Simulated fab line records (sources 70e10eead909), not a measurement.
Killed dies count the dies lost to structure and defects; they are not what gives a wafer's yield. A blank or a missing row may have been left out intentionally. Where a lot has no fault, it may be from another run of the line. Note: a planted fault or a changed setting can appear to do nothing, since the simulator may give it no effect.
Which tool is to blame?    flow nand harc    Sampling: 9 lots, 25 wafers, 2 of 1302 route steps

== WHAT THE GAUGES SHOWED, per wafer ==
NHARC_A_CHANNEL_HOLE_D2_CD_MEAS_10: target cd 100 nm.
lot   measured      on         cd nm (nm)
L189  day 12 20:47  cd sem-03  101.1 101.5 101.2
L192  day 14 16:01  cd sem-02  101.0 100.5 100.1
L194  day 15 11:27  cd sem-01  100.8 100.0 100.4
L196  day 15 17:04  cd sem-01  100.0 106.8
L198  day 16 20:38  cd sem-01  99.7 106.9
L205  day 19 14:41  cd sem-03  100.1 100.0 100.2
L206  day 20 09:01  cd sem-01  100.4 101.0 100.7
L211  day 22 02:20  cd sem-01  99.8 99.8 100.0
L212  day 23 05:18  cd sem-02  100.4 100.8 100.2

== EACH LOT AND THE TOOL THAT RAN IT (in order: tool; ch and the chambers of the sampled wafers; start) ==
lot   NHARC_A_CHANNEL_HOLE_D2_PEB_08
L189  litho track-01 ch 0, day 12 20:43
L192  litho track-01 ch 0, day 14 15:57
L194  litho track-01 ch 0, day 15 11:22
L196  litho track-01 ch 0, day 15 16:59
L198  litho track-01 ch 0, day 16 20:33
L205  litho track-06 ch 0, day 19 14:36
L206  litho track-06 ch 0, day 20 08:56
L211  litho track-06 ch 0, day 22 02:16
L212  litho track-01 ch 0, day 23 05:13
- NHARC_A_CHANNEL_HOLE_D2_PEB_08: peb time 65 s.

== THE ANSWER, worked out from the rows above alone ==
Rule: the usual values come from the lots themselves. Put in order of their means at a reading, lots are off if they are a third of the lots or fewer, leave a main group of 4 or more, and stand apart from it by a gap of 3 or more times the standard deviation of the main group's means; of several such gaps the widest counts. The tables above print the reading to a certain number of digits; a main group whose means all agree to those digits is not used. A lot without any number at a reading at which 4 lots or more have one is off too. The other lots that the step has rows for count as sound.
Off at NHARC_A_CHANNEL_HOLE_D2_CD_MEAS_10 (cd nm): L196, L198. The main group: mean 100.5 nm, standard deviation 0.41.
If a tool, at a process step before that reading, ran all the lots that are off and no sound lot after the first of them, it fits. Those tools and the gauges at NHARC_A_CHANNEL_HOLE_D2_CD_MEAS_10 are tried in the same way. Of those tried, none fits.

== WHAT THE SIMULATOR PUT IN ==
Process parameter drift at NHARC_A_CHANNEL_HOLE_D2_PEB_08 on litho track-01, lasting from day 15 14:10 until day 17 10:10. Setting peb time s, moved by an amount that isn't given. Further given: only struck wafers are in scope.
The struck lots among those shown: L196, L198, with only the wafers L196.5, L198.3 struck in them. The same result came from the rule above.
